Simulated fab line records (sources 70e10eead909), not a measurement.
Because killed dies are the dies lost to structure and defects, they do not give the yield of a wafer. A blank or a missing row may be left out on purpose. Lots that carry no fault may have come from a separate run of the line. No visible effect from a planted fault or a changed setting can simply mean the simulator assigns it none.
Chamber matching :: flow nandHarc :: NHARC_P_M1_CMP_23 on cmp-01 has 4 sister chambers
The step polishes, t overpolish 20 s, target thk 157.82 nm. 7 wafers are shown with their chamber, then 7 later ones without.

== WAFERS PAIRED WITH THEIR CHAMBERS ==
wafer: L871.5
chamber: 0
motorCurrentA (A): 14.0
timeToEndpointS (s): 30.8

wafer: L872.5
chamber: 0
motorCurrentA (A): 13.6
timeToEndpointS (s): 30.8

wafer: L880.2
chamber: 1
motorCurrentA (A): 12.9
timeToEndpointS (s): 27.4

wafer: L881.5
chamber: 3
motorCurrentA (A): 12.1
timeToEndpointS (s): 24.4

wafer: L881.6
chamber: 2
motorCurrentA (A): 12.2
timeToEndpointS (s): 29.5

wafer: L883.1
chamber: 3
motorCurrentA (A): 12.1
timeToEndpointS (s): 27.8

wafer: L883.5
chamber: 2
motorCurrentA (A): 11.8
timeToEndpointS (s): 31.8

== WAFERS WITHOUT THEIR CHAMBER ==
wafer: L883.6
motorCurrentA (A): 12.7
timeToEndpointS (s): 28.8

wafer: L884.1
motorCurrentA (A): 13.5
timeToEndpointS (s): 30.1

wafer: L884.4
motorCurrentA (A): 12.2
timeToEndpointS (s): 28.7

wafer: L884.5
motorCurrentA (A): 12.6
timeToEndpointS (s): 25.4

wafer: L889.2
motorCurrentA (A): 12.3
timeToEndpointS (s): 25.5

wafer: L889.4
motorCurrentA (A): 12.2
timeToEndpointS (s): 26.7

wafer: L889.5
motorCurrentA (A): 13.5
timeToEndpointS (s): 26.7

== WHICH CHAMBER EACH WENT THROUGH ==
wafer: L883.6
from the rows above: can't be placed: 1 or 3
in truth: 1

wafer: L884.1
from the rows above: can't be placed: 0 or 1
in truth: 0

wafer: L884.4
from the rows above: can't be placed: 2 or 3 or 1
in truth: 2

wafer: L884.5
from the rows above: can't be placed: 1 or 3
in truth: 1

wafer: L889.2
from the rows above: can't be placed: 3 or 1
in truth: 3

wafer: L889.4
from the rows above: can't be placed: 3 or 2
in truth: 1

wafer: L889.5
from the rows above: can't be placed: 1 or 0
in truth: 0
0 of 7 placed correctly. Not placeable from these rows: 7 (in 6, the candidates include the true chamber). Number placed wrongly: 0.
How it was worked out, from the rows above alone: a wafer's distance from a chamber is the root of the sum, over the readings, of the square of ((its reading less the chamber's mean) divided by the reading's scatter). If the next closest chamber is less than 2 further off than the closest, the wafer can't be placed; otherwise it belongs to the closest. Each chamber's mean is taken over the wafers shown for it. How the scatter is found: for the shown wafers, subtract from each reading the mean of its chamber, square and add these, divide the total by (wafers less chambers), then take the root.
